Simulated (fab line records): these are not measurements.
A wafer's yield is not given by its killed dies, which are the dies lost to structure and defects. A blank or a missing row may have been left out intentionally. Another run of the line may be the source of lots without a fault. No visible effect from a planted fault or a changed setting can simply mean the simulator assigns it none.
fab line records	flow n5_finfet
record lots=10	wafers=30	last_day=17
route steps=1938 shown BEOL_M4@1093 BEOL_M5@1115 PASSIVATION@1936
lots untouched by any fault: they come from a run of this same line in which no faults occurred
start_h: the number of hours between the record's first day and the start of the first shown wafer of the lot	wait_h: hours elapsed since this lot's preceding step	" repeats the value in the row above	L1.1+2: several wafers, shown together as one row	- no value, or no start given	* or withheld: withheld	< > ~ a bound
route shown NAME@n: a module of which the file shows steps, and the number in the route of the first	usual: mean/standard deviation taken from wafers without a fault	same: alike in all rows	chamber/n: place in a boat	sites: per-site readings	_std_site: standard deviation of those values	_edge_site: the outer-site mean with the inner-site mean subtracted	radius_mm: how far each site lies from the wafer's centre	mask NAME#n: copy n	behind: tool/chamber where the wafer was last shaped	hold: what put the lot on hold/how long, in hours/how the hold closed	device: transistor that didn't switch, given as n, p or np	end of line: the tests these same wafers got at the end of their route	for a step that has no rows: nothing shown but its recipe	killed: count of dies lost to structure and defects at first sort (not the wafer's yield)	map: shows each die of a wafer: x if killed, . if not, _ if none is there
set.NAME: setting as actually run; set.NAME@STEP: the setting as run at that earlier step	model.NAME: the simulator's own value behind a step, which no gauge read
the route's steps for a sample of lots (tables are steps, rows are wafers)
services: a tool's chamber out of use, with start hour (start_h, from the record's first day; less than 0 if before it), hours out, and reason
## steps
# step N5_BEOL_M4_ANNEAL_89
# recipe temp_c=400	time_s=240	ambient=vacuum
# usual heater_power_w=808/67
lot.wafer	tool	chamber	start_h	wait_h	heater_power_w
L199.3	pvd_sputter-03	-	186.59	0.0	843
L199.5	"	-	"	"	790
L199.6	"	-	"	"	743
L208.3	pvd_sputter-03	-	222.79	0.0	922
L208.5	"	-	"	"	763
L208.6	"	-	"	"	918
L206.1	pvd_sputter-03	-	242.05	0.0	857
L206.4	"	-	"	"	806
L206.5	"	-	"	"	845
L207.1	pvd_sputter-02	-	254.68	0.0	927
L207.3	"	-	"	"	781
L207.4	"	-	"	"	756
L213.1	pvd_sputter-01	-	256.49	0.0	812
L213.5	"	-	"	"	741
L213.6	"	-	"	"	766
L214.2	pvd_sputter-01	-	283.61	0.0	796
L214.5	"	-	"	"	764
L214.6	"	-	"	"	810
L215.1	pvd_sputter-02	-	286.13	0.0	754
L215.3	"	-	"	"	917
L215.4	"	-	"	"	772
L216.1	pvd_sputter-01	-	291.60	0.0	825
L216.2	"	-	"	"	863
L216.3	"	-	"	"	744
L218.1	pvd_sputter-02	-	291.69	0.0	784
L218.2	"	-	"	"	703
L218.4	"	-	"	"	938
L219.1	pvd_sputter-02	-	302.19	0.0	777
L219.5	"	-	"	"	714
L219.6	"	-	"	"	771
# step N5_BEOL_M4_SPUTTER_92
# recipe material=Cu	target_thk_a=45	temp_c=-20	chamber_pressure_pa=0.07	power_w=withheld	time_s=8.29
# usual throttle_valve_pct=29.9/0.82
lot.wafer	tool	chamber	start_h	wait_h	throttle_valve_pct
L199.3	pvd_sputter-03	-	186.95	0.1	28.1
L199.5	"	-	"	"	28.9
L199.6	"	-	"	"	31.5
L208.3	pvd_sputter-03	-	223.15	0.1	29.4
L208.5	"	-	"	"	31.5
L208.6	"	-	"	"	29.9
L206.1	pvd_sputter-03	-	242.41	0.1	28.3
L206.4	"	-	"	"	29.1
L206.5	"	-	"	"	28.2
L207.1	pvd_sputter-02	-	255.04	0.1	30.0
L207.3	"	-	"	"	29.8
L207.4	"	-	"	"	30.5
L213.1	pvd_sputter-01	-	256.85	0.1	30.2
L213.5	"	-	"	"	29.1
L213.6	"	-	"	"	30.1
L214.2	pvd_sputter-01	-	283.97	0.1	30.5
L214.5	"	-	"	"	28.9
L214.6	"	-	"	"	30.3
L215.1	pvd_sputter-02	-	286.49	0.1	30.3
L215.3	"	-	"	"	29.9
L215.4	"	-	"	"	29.8
L216.1	pvd_sputter-01	-	291.96	0.1	30.3
L216.2	"	-	"	"	31.0
L216.3	"	-	"	"	29.1
L218.1	pvd_sputter-02	-	292.05	0.1	29.7
L218.2	"	-	"	"	29.7
L218.4	"	-	"	"	29.8
L219.1	pvd_sputter-02	-	302.55	0.1	30.5
L219.5	"	-	"	"	29.8
L219.6	"	-	"	"	30.6
# step N5_BEOL_M4_CMP_52
# recipe stop_on=SiOC	t_overpolish_s=6.8	down_force_psi=1	platen_rpm=50	clearing_platen_down_force_psi=1.5	clearing_platen_rpm=50	post_cmp_clean=cu_alkaline	target_thk_nm=40	clearing_platen_pad_velocity_m_s=0.99484	pad_velocity_m_s=0.99484
# usual barrier_field_endpoint_s=24.5/0.66	motor_current_A=5.9/0.63	overpolish_run_s=6.800/0.0091	platen_rpm=50.00/0.037	retaining_ring_pressure_frac=0.999/0.0047	time_to_endpoint_s=63/3.3
lot.wafer	tool	chamber	start_h	wait_h	barrier_field_endpoint_s	motor_current_A	overpolish_run_s	platen_rpm	retaining_ring_pressure_frac	time_to_endpoint_s
L199.3	cmp-03	3	187.88	0.2	26.2	6.2	6.802	49.99	0.997	67
L199.6	"	3	"	"	26.0	6.3	6.807	49.97	0.999	69
L199.5	"	0	"	"	25.4	5.9	6.807	50.02	0.997	66
L208.3	cmp-04	0	224.39	0.3	24.9	6.3	6.801	49.94	0.996	66
L208.5	"	3	"	"	24.6	7.0	6.814	50.03	0.997	63
L208.6	"	0	"	"	24.6	6.0	6.808	49.94	0.996	68
L206.1	cmp-03	1	243.38	0.3	24.2	6.5	6.795	50.00	1.001	62
L206.4	"	3	"	"	24.4	6.6	6.801	49.99	1.003	64
L206.5	"	0	"	"	24.0	6.3	6.813	50.01	1.005	58
L207.3	cmp-01	2	255.99	0.2	24.4	7.0	6.792	50.08	1.000	60
L207.1	"	3	"	"	24.4	6.0	6.796	49.97	0.995	63
L207.4	"	0	"	"	23.2	5.5	6.796	49.97	1.004	56
L213.1	cmp-04	1	257.79	0.3	24.0	5.7	6.807	50.01	0.995	61
L213.6	"	1	"	"	24.3	5.6	6.785	49.99	0.994	59
L213.5	"	2	"	"	24.9	5.3	6.804	50.00	0.995	68
L214.2	cmp-04	0	285.20	0.3	24.4	6.2	6.812	50.00	1.000	65
L214.6	"	1	"	"	23.8	5.5	6.794	50.00	0.997	61
L214.5	"	2	"	"	25.3	5.5	6.803	49.93	1.001	66
L215.4	cmp-01	1	287.42	0.1	24.3	4.8	6.812	50.02	0.998	63
L215.1	"	2	"	"	25.2	6.7	6.803	50.13	1.000	68
L215.3	"	3	"	"	24.2	6.4	6.801	49.98	0.998	62
L216.3	cmp-01	3	292.99	0.2	23.3	6.4	6.794	50.06	0.985	61
L216.1	"	1	"	"	24.5	5.1	6.803	49.92	0.996	64
L216.2	"	2	"	"	24.2	6.8	6.810	50.02	0.993	64
L218.2	cmp-03	3	293.15	0.2	24.7	6.6	6.801	49.95	1.006	67
L218.4	"	0	"	"	24.5	6.3	6.807	49.99	0.994	65
L218.1	"	2	"	"	24.7	5.6	6.798	49.97	1.004	63
L219.1	cmp-01	3	303.49	0.3	25.1	6.4	6.789	49.95	1.002	63
L219.6	"	3	"	"	24.6	6.2	6.787	49.98	1.007	59
L219.5	"	0	"	"	24.0	5.5	6.783	50.02	1.000	58
# step N5_BEOL_M5_PECVD_70
# recipe material=SiO2	target_thk_a=160	temp_c=400	precursor=TEOS/O2	pressure_torr=5.5	rf_w=450	teos_flow_sccm=53.8	gas=O2	flow_sccm=3000	time_s=18
# usual heater_power_w=745/97	showerhead_plenum_p_Torr=8.79/0.07	susceptor_temp_C=399.98/0.21	throttle_valve_pct=22.6/1
lot.wafer	tool	chamber	start_h	wait_h	heater_power_w	showerhead_plenum_p_Torr	susceptor_temp_C	throttle_valve_pct
L199.3	pecvd-04	2	190.57	0.1	625	8.71	400.24	20.6
L199.5	"	1	"	"	748	8.76	399.86	22.5
L199.6	"	2	"	"	612	8.72	400.16	20.7
L208.3	pecvd-03	2	226.53	0.0	609	8.84	399.84	21.3
L208.5	"	0	"	"	789	8.85	399.85	23.9
L208.6	"	2	"	"	624	8.81	399.80	21.4
L206.1	pecvd-03	0	245.53	0.0	868	8.84	400.02	23.8
L206.4	"	2	"	"	660	8.81	400.05	21.6
L206.5	"	1	"	"	899	8.63	400.32	23.5
L207.1	pecvd-02	0	258.28	0.0	782	8.87	399.84	22.7
L207.3	"	2	"	"	746	8.77	400.15	21.0
L207.4	"	1	"	"	678	8.79	400.12	23.8
L213.1	pecvd-02	0	259.98	0.0	682	8.85	399.63	22.2
L213.5	"	2	"	"	606	8.81	399.99	21.4
L213.6	"	0	"	"	692	8.84	399.90	22.5
L214.2	pecvd-03	1	287.26	0.0	855	8.66	400.07	23.5
L214.5	"	0	"	"	866	8.83	400.16	23.7
L214.6	"	2	"	"	817	8.84	424.42	21.7
L215.1	pecvd-04	2	290.09	0.0	698	8.71	399.92	20.9
L215.3	"	0	"	"	715	8.86	400.03	22.1
L215.4	"	0	"	"	726	8.87	399.74	22.4
L216.1	pecvd-03	2	295.16	0.0	809	8.83	424.25	21.6
L216.2	"	0	"	"	901	8.86	399.70	23.8
L216.3	"	1	"	"	835	8.64	400.08	23.3
L218.1	pecvd-04	2	295.83	0.0	647	8.69	399.61	20.6
L218.2	"	0	"	"	829	8.87	400.34	22.4
L218.4	"	0	"	"	797	8.85	399.76	22.4
L219.1	pecvd-04	2	305.67	0.0	701	8.70	399.89	21.1
L219.5	"	2	"	"	691	8.70	399.92	20.9
L219.6	"	0	"	"	805	8.86	400.04	22.1
# step N5_BEOL_M5_CMP_52
# recipe stop_on=SiCOH_lowk	t_overpolish_s=6.9	down_force_psi=1	platen_rpm=50	clearing_platen_down_force_psi=1.5	clearing_platen_rpm=50	post_cmp_clean=cu_alkaline	target_thk_nm=62	clearing_platen_pad_velocity_m_s=0.99484	pad_velocity_m_s=0.99484
# usual barrier_field_endpoint_s=24.2/0.64	motor_current_A=6.1/0.82	platen_rpm=50.00/0.036	retaining_ring_pressure_frac=1.000/0.005
lot.wafer	tool	chamber	start_h	wait_h	barrier_field_endpoint_s	motor_current_A	platen_rpm	retaining_ring_pressure_frac
L199.3	cmp-02	3	204.96	0.3	23.2	5.3	49.98	0.999
L199.5	"	0	"	"	23.5	6.2	49.99	1.003
L199.6	"	1	"	"	23.5	7.4	49.98	1.006
L208.3	cmp-02	0	236.90	0.2	23.2	6.2	49.99	1.002
L208.6	"	0	"	"	24.3	6.2	50.04	0.994
L208.5	"	1	"	"	24.0	8.2	49.97	0.999
L206.4	cmp-04	1	256.56	0.1	24.6	5.8	49.92	0.997
L206.1	"	0	"	"	25.5	6.2	49.97	0.996
L206.5	"	1	"	"	24.3	6.1	49.98	1.001
L207.3	cmp-01	3	268.18	0.2	24.4	6.2	50.05	1.001
L207.1	"	0	"	"	23.3	5.4	50.06	1.006
L207.4	"	1	"	"	24.4	4.9	50.02	1.002
L213.1	cmp-02	3	271.38	0.3	23.0	5.5	50.02	0.993
L213.5	"	2	"	"	24.4	5.5	50.01	0.999
L213.6	"	3	"	"	23.3	5.2	50.05	0.992
L214.2	cmp-02	2	297.66	0.3	24.2	5.8	50.02	1.012
L214.6	"	0	"	"	20.8	6.3	49.95	1.004
L214.5	"	1	"	"	24.1	7.6	49.98	0.995
L215.1	cmp-01	0	299.66	0.5	24.7	5.7	49.98	1.007
L215.4	"	2	"	"	24.8	6.7	50.05	1.001
L215.3	"	3	"	"	25.1	6.3	50.02	1.004
L216.1	cmp-01	3	304.59	0.3	21.3	6.5	49.97	0.999
L216.2	"	0	"	"	24.6	5.5	50.01	1.006
L216.3	"	2	"	"	24.1	7.0	49.97	1.003
L218.4	cmp-04	3	306.40	0.1	23.4	6.7	50.01	0.999
L218.1	"	1	"	"	24.0	5.9	50.02	0.999
L218.2	"	2	"	"	24.3	5.3	50.05	1.010
L219.1	cmp-01	1	317.22	0.4	24.2	4.9	49.96	1.000
L219.5	"	2	"	"	24.6	6.8	50.09	1.014
L219.6	"	3	"	"	24.4	6.5	49.98	1.001
# step N5_PASSIVATION_PROBE_49
# usual defect_limited_yield=91.1/1.5	killed_at_M0_to_M3=33/9.9	killed_at_M4_up=14/5.2	killed_at_contacts=12/6.7	killed_at_front_end=43/13	killed_at_other=3.4/2.7	killed_dies=105/17	killed_open=69/13	killed_short=33/7.5	sort_bin_5_function=5.2/0.91	sort_bin_6_memory=3.3/0.71	sort_bin_8_speed=0.00/0.032	sort_n_pass=1075/17	sort_yield_pct=91.1/1.5
# same gross_dies=1180	killed_at_back_side=0	sort_bin_4_leakage[%]=0
lot.wafer	tool	chamber	start_h	wait_h	defect_limited_yield[%]	killed_at_M0_to_M3	killed_at_M4_up	killed_at_contacts	killed_at_front_end	killed_at_other	killed_dies	killed_open	killed_short	sort_bin_5_function[%]	sort_bin_6_memory[%]	sort_bin_8_speed[%]	sort_n_pass	sort_yield_pct[%]
L208.3	prober-02	-	328.17	0.1	92.4	40	14	5	29	2	90	66	24	4.7	2.7	0	1090	92.4
L208.5	prober-02	-	328.27	0.2	91.9	34	16	6	27	12	95	52	43	4.5	3.0	0	1085	91.9
L208.6	prober-02	-	328.32	0.3	92.6	39	11	7	28	2	87	54	32	4.9	2.1	0	1093	92.6
L206.1	prober-01	-	342.58	0.0	89.2	53	19	14	39	2	127	80	44	5.8	4.6	0	1053	89.2
L206.4	prober-01	-	342.73	0.2	92.3	34	12	12	33	0	91	67	24	4.9	2.6	0	1089	92.3
L206.5	prober-01	-	342.78	0.2	91.1	33	18	5	48	1	105	64	32	4.7	3.1	0	1075	91.1
L207.1	prober-01	-	357.26	0.0	92.8	25	18	8	31	3	85	55	29	5.0	2.0	0	1095	92.8
L207.3	prober-01	-	357.36	0.1	88.7	30	16	27	57	3	133	100	31	6.4	4.6	0	1047	88.7
L207.4	prober-01	-	357.41	0.2	93.6	17	4	7	41	7	76	54	20	4.0	2.5	0	1104	93.6
L214.2	prober-01	-	384.05	0.8	93.4	28	10	9	30	1	78	52	25	3.8	2.5	0	1102	93.4
L214.5	prober-01	-	384.20	1.0	91.4	38	6	5	53	0	102	80	22	5.8	2.7	0	1078	91.4
L214.6	prober-01	-	384.25	1.0	92.9	15	12	1	55	1	84	45	38	4.4	2.5	0	1096	92.9
L216.1	prober-02	-	397.43	0.0	89.9	46	14	6	50	3	119	79	39	6.3	3.6	0	1061	89.9
L216.2	prober-02	-	397.48	0.1	88.1	36	12	12	78	3	141	91	48	6.4	5.2	0	1039	88.1
L216.3	prober-02	-	397.53	0.1	89.2	27	12	18	70	1	128	85	41	6.4	4.1	0	1052	89.2
L218.1	prober-01	-	405.58	0.0	90.6	40	10	13	46	2	111	75	35	5.8	3.4	0	1069	90.6
L218.2	prober-01	-	405.63	0.1	91.4	27	17	8	42	7	101	72	25	5.3	2.9	0	1079	91.4
L218.4	prober-01	-	405.73	0.2	91.7	23	10	10	52	3	98	55	34	4.6	2.7	0	1082	91.7
# killed by level:class
L208.3 FIN_SAQP:geometric_particle:open=12 BEOL_M3:geometric_particle:open=12 BEOL_M0_SAQP:geometric_particle:short=11 BEOL_M0_SAQP:geometric_particle:open=8 BEOL_M4:geometric_particle:open=6 BEOL_M2:geometric_particle:open=4 GATE_CUT:geometric_particle:open=3 MOL_CONTACT_COAG:geometric_particle:open=3
L208.5 BEOL_M0_SAQP:geometric_particle:short=17 BEOL_M3:geometric_particle:open=7 PAD_METAL:geometric_particle:open=7 BEOL_M0_SAQP:geometric_particle:open=5 BEOL_M4:geometric_particle:open=5 GATE_CUT:geometric_particle:short=4 MOL_CONTACT_COAG:geometric_particle:open=4 FIN_SAQP:geometric_particle:short=3
L208.6 BEOL_M0_SAQP:geometric_particle:short=11 BEOL_M0_SAQP:geometric_particle:open=9 FIN_SAQP:geometric_particle:short=6 BEOL_M2:geometric_particle:open=6 FIN_SAQP:geometric_particle:open=5 MOL_CONTACT_COAG:geometric_particle:open=5 BEOL_M3:geometric_particle:open=5 BEOL_M4:geometric_particle:open=5
L206.1 BEOL_M1:geometric_particle:open=12 MOL_CONTACT_COAG:geometric_particle:open=12 BEOL_M0_SAQP:geometric_particle:short=12 BEOL_M2:geometric_particle:open=11 FIN_SAQP:geometric_particle:short=8 FIN_SAQP:geometric_particle:open=7 BEOL_M3:geometric_particle:open=7 STI_FIN_REVEAL:geometric_particle:open=6
L206.4 BEOL_M3:geometric_particle:open=17 MOL_CONTACT_COAG:geometric_particle:open=11 FIN_SAQP:geometric_particle:open=7 STI_FIN_REVEAL:geometric_particle:open=6 BEOL_M0_SAQP:geometric_particle:short=5 ILD0:geometric_particle:open=4 GATE_CUT:geometric_particle:open=4 BEOL_M2:geometric_particle:open=4
L206.5 HKMG_FIN:area_etch=9 STI_FIN_REVEAL:geometric_particle:open=8 FIN_SAQP:geometric_particle:open=7 BEOL_M0_SAQP:geometric_particle:short=6 DUMMY_GATE:geometric_particle:open=5 BEOL_M4:geometric_particle:short=5 BEOL_M0_SAQP:geometric_particle:open=5 BEOL_M1:geometric_particle:open=5
L207.1 BEOL_M3:geometric_particle:open=12 BEOL_M4:geometric_particle:open=8 FIN_SAQP:geometric_particle:open=7 STI_FIN_REVEAL:geometric_particle:open=6 MOL_CONTACT_COAG:geometric_particle:open=6 FIN_SAQP:geometric_particle:short=5 BEOL_M1:geometric_particle:open=4 DUMMY_GATE:geometric_particle:open=3
L207.3 FIN_SAQP:geometric_particle:open=21 MOL_CONTACT_COAG:geometric_particle:open=21 BEOL_M3:geometric_particle:open=10 DUMMY_GATE:geometric_particle:open=7 MOL_CONTACT_COAG:geometric_particle:short=6 BEOL_M2:geometric_particle:open=6 BEOL_M4:geometric_particle:open=6 FIN_CUT:geometric_particle:open=4
L207.4 FIN_SAQP:geometric_particle:open=14 BEOL_M3:geometric_particle:open=8 MOL_CONTACT_COAG:geometric_particle:open=6 STI_FIN_REVEAL:geometric_particle:open=5 PAD_METAL:geometric_particle:short=5 STARTING-WAFER:geometric_particle:open=4 FIN_SAQP:geometric_particle:short=3 DUMMY_GATE:geometric_particle:open=3
L214.2 BEOL_M2:geometric_particle:open=18 MOL_CONTACT_COAG:geometric_particle:open=6 GATE_CUT:geometric_particle:short=5 FIN_SAQP:geometric_particle:open=4 FIN_SAQP:geometric_particle:short=4 GATE_CUT:geometric_particle:open=4 STARTING-WAFER:geometric_particle:open=4 BEOL_M2:geometric_particle:short=4
L214.5 STI_FIN_REVEAL:geometric_particle:open=22 BEOL_M2:geometric_particle:open=16 FIN_SAQP:geometric_particle:open=13 BEOL_M3:geometric_particle:open=7 FIN_SAQP:geometric_particle:short=5 MOL_CONTACT_COAG:geometric_particle:open=5 STI_FIN_REVEAL:geometric_particle:short=4 BEOL_M0_SAQP:geometric_particle:open=4
L214.6 FIN_SAQP:geometric_particle:short=15 STI_FIN_REVEAL:geometric_particle:open=8 GATE_CUT:geometric_particle:short=8 FIN_SAQP:geometric_particle:open=6 STARTING-WAFER:geometric_particle:short=5 BEOL_M2:geometric_particle:open=5 DUMMY_GATE:geometric_particle:open=4 BEOL_M1:geometric_particle:open=4
L216.1 BEOL_M3:geometric_particle:open=19 FIN_SAQP:geometric_particle:open=16 FIN_SAQP:geometric_particle:short=11 BEOL_M0_SAQP:geometric_particle:short=8 MOL_CONTACT_COAG:geometric_particle:open=6 BEOL_M0_SAQP:geometric_particle:open=6 STI_FIN_REVEAL:geometric_particle:open=5 BEOL_M0:geometric_particle:open=5
L216.2 FIN_SAQP:geometric_particle:open=22 FIN_SAQP:geometric_particle:short=18 STI_FIN_REVEAL:geometric_particle:open=12 BEOL_M0_SAQP:geometric_particle:open=8 BEOL_M3:geometric_particle:open=8 MOL_CONTACT_COAG:geometric_particle:open=7 BEOL_M0_SAQP:geometric_particle:short=6 MOL_CONTACT_COAG:geometric_particle:short=5
L216.3 FIN_SAQP:geometric_particle:open=27 FIN_SAQP:geometric_particle:short=13 STI_FIN_REVEAL:geometric_particle:open=10 MOL_CONTACT_COAG:geometric_particle:open=10 BEOL_M0_SAQP:geometric_particle:short=9 MOL_CONTACT_COAG:geometric_particle:short=7 GATE_CUT:geometric_particle:short=4 GATE_CUT:geometric_particle:open=4
L218.1 BEOL_M2:geometric_particle:open=14 MOL_CONTACT_COAG:geometric_particle:open=11 DUMMY_GATE:geometric_particle:open=9 FIN_SAQP:geometric_particle:short=8 BEOL_M0_SAQP:geometric_particle:open=7 BEOL_M0_SAQP:geometric_particle:short=7 BEOL_M3:geometric_particle:open=5 STARTING-WAFER:geometric_particle:short=5
L218.2 DUMMY_GATE:geometric_particle:open=9 BEOL_M1:geometric_particle:open=9 STARTING-WAFER:geometric_particle:open=8 MOL_CONTACT_COAG:geometric_particle:open=7 FIN_SAQP:geometric_particle:open=5 BEOL_M0_SAQP:geometric_particle:short=5 STARTING-WAFER:geometric_particle:short=5 FIN_SAQP:geometric_particle:short=4
L218.4 MOL_CONTACT_COAG:geometric_particle:open=9 DUMMY_GATE:geometric_particle:open=8 FIN_SAQP:geometric_particle:open=7 STI_FIN_REVEAL:geometric_particle:open=7 BEOL_M0_SAQP:geometric_particle:open=7 FIN_SAQP:geometric_particle:short=6 HKMG_FIN:area_etch=6 DUMMY_GATE:geometric_particle:short=4
## services
tool	chamber	start_h	hours	kind
pecvd-02	-	163.60	0.6	repair
cmp-03	-	166.26	1.2	repair
cmp-03	-	171.73	1.7	repair
pecvd-02	-	181.91	2.8	pm
cmp-03	-	183.05	3.6	repair
pecvd-04	0	188.12	5.5	scheduled_down
pecvd-04	2	193.58	2.1	scheduled_down
cmp-02	-	212.68	4.0	pm
cmp-04	-	217.00	5.3	pm
cmp-01	-	244.21	6.1	repair
cmp-03	-	263.43	1.4	repair
cmp-04	-	265.21	0.9	repair
cmp-04	-	272.46	1.0	repair
cmp-03	-	286.11	1.6	repair
cmp-04	-	293.12	4.0	pm
cmp-04	-	297.12	-	consumable_replace:conditioner
cmp-04	-	297.12	-	consumable_replace:pad
cmp-04	-	297.12	5.5	pm
cmp-01	-	308.39	4.0	pm
cmp-01	-	312.39	-	consumable_replace:conditioner
cmp-01	-	312.39	-	consumable_replace:pad
pvd_sputter-01	-	312.40	8.6	repair
cmp-03	-	312.96	3.8	pm
cmp-04	-	314.66	2.2	repair
## key
first_sign step=N5_BEOL_M5_PECVD_70	reading=susceptor_temp_C	direction=up	sigmas=99+	usual=*	struck=*
effect step=N5_BEOL_M5_CMP_52	reading=barrier_field_endpoint_s	direction=down	sigmas=4.9	usual=24.2	struck=21.1
met_at N5_BEOL_M5_PECVD_70
struck_lots L214,L216
struck_wafers L214.6,L216.1
not_acting_at N5_BEOL_M4_ANNEAL_89,N5_BEOL_M4_SPUTTER_92,N5_BEOL_M4_CMP_52
onset_between 245.53 287.26
fault kind=process_parameter_drift	tool=pecvd-03	chamber=2	onset_h=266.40	steps=N5_BEOL_M5_PECVD_70	channel=temp_c	offset=*	shape=step	end_h=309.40	acts_in=*	stated=*
